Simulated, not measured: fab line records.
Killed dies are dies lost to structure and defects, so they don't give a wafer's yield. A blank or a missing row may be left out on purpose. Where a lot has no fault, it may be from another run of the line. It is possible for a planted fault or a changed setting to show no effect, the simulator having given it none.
Matching of chambers	flow nand_harc	NHARC_A_STAIRCASE_TRIM_187 on rie_diel-05: 4 sister chambers
The step chemistry O2, time 211.2 s. 24 wafers are shown with their chamber, then 12 later ones without.

## WAFERS PAIRED WITH THEIR CHAMBERS
wafer	chamber	drypump_motor_current_A (A)	showerhead_plenum_p_Torr (Torr)	oes_product_au (a.u.)
L075.3	2	6.2	3.48	0.990
L075.4	3	4.9	3.39	0.996
L075.5	1	4.8	3.62	1.010
L074.1	1	4.8	3.62	1.013
L074.2	2	6.2	3.48	1.002
L074.5	2	6.2	3.48	1.011
L074.3	3	4.9	3.39	1.004
L074.4	0	6.1	3.53	1.008
L074.6	3	4.9	3.39	0.994
L077.1	0	6.1	3.53	1.020
L077.4	1	4.8	3.62	1.011
L077.6	3	4.9	3.39	1.004
L076.1	1	4.7	3.62	1.011
L076.2	2	6.2	3.47	1.004
L076.4	0	6.2	3.53	0.998
L082.1	0	6.2	3.52	1.004
L082.2	2	6.3	3.47	0.993
L082.4	3	4.9	3.38	1.002
L086.3	1	4.8	3.60	1.011
L086.5	0	6.1	3.51	1.000
L086.6	3	4.9	3.38	0.995
L091.3	3	4.9	3.37	1.007
L091.5	1	4.8	3.59	0.996
L091.6	2	6.2	3.45	0.995

SIGNATURES, as means of the wafers listed above
reading	chamber 0	chamber 1	chamber 2	chamber 3	scatter within a chamber
drypump_motor_current_A	6.140	4.783	6.217	4.900	0.0379
showerhead_plenum_p_Torr	3.5240	3.6117	3.4717	3.3843	0.0106
oes_product_au	1.00600	1.00867	0.99917	1.00029	0.00698
Rule: distance of a wafer from a chamber = root of the sum over the readings of ((wafer's reading minus chamber's mean) / reading's scatter) squared. The wafer belongs to the nearest chamber; if the next one is less than 2 further off, it can't be placed. The scatter is the square root of a quotient: the sum, over the shown wafers, of each reading's squared deviation from its chamber's mean, divided by wafers minus chambers.

## WAFERS MISSING THEIR CHAMBER
wafer	drypump_motor_current_A (A)	showerhead_plenum_p_Torr (Torr)	oes_product_au (a.u.)
L092.1	6.1	3.50	1.010
L092.3	6.3	3.45	1.006
L092.6	6.3	3.45	0.989
L095.2	6.2	3.44	0.999
L095.3	4.9	3.36	1.005
L095.4	4.8	3.58	0.998
L095.1	6.1	3.50	1.008
L095.5	6.3	3.44	0.999
L095.6	4.9	3.36	1.005
L096.1	6.2	3.49	0.999
L096.2	4.9	3.36	1.011
L096.3	6.2	3.44	0.995

## THE CHAMBER EACH PASSED THROUGH
wafer	from the rows above	in truth
L092.1	can't be placed: 0 or 2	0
L092.3	2	2
L092.6	2	2
L095.2	2	2
L095.3	3	3
L095.4	1	1
L095.1	can't be placed: 0 or 2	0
L095.5	2	2
L095.6	3	3
L096.1	can't be placed: 2 or 0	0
L096.2	3	3
L096.3	2	2
Correct placement for 9 of the 12. Can't be placed from these rows: 3 (the true chamber is among the candidates in 3). Wrongly placed: 0.
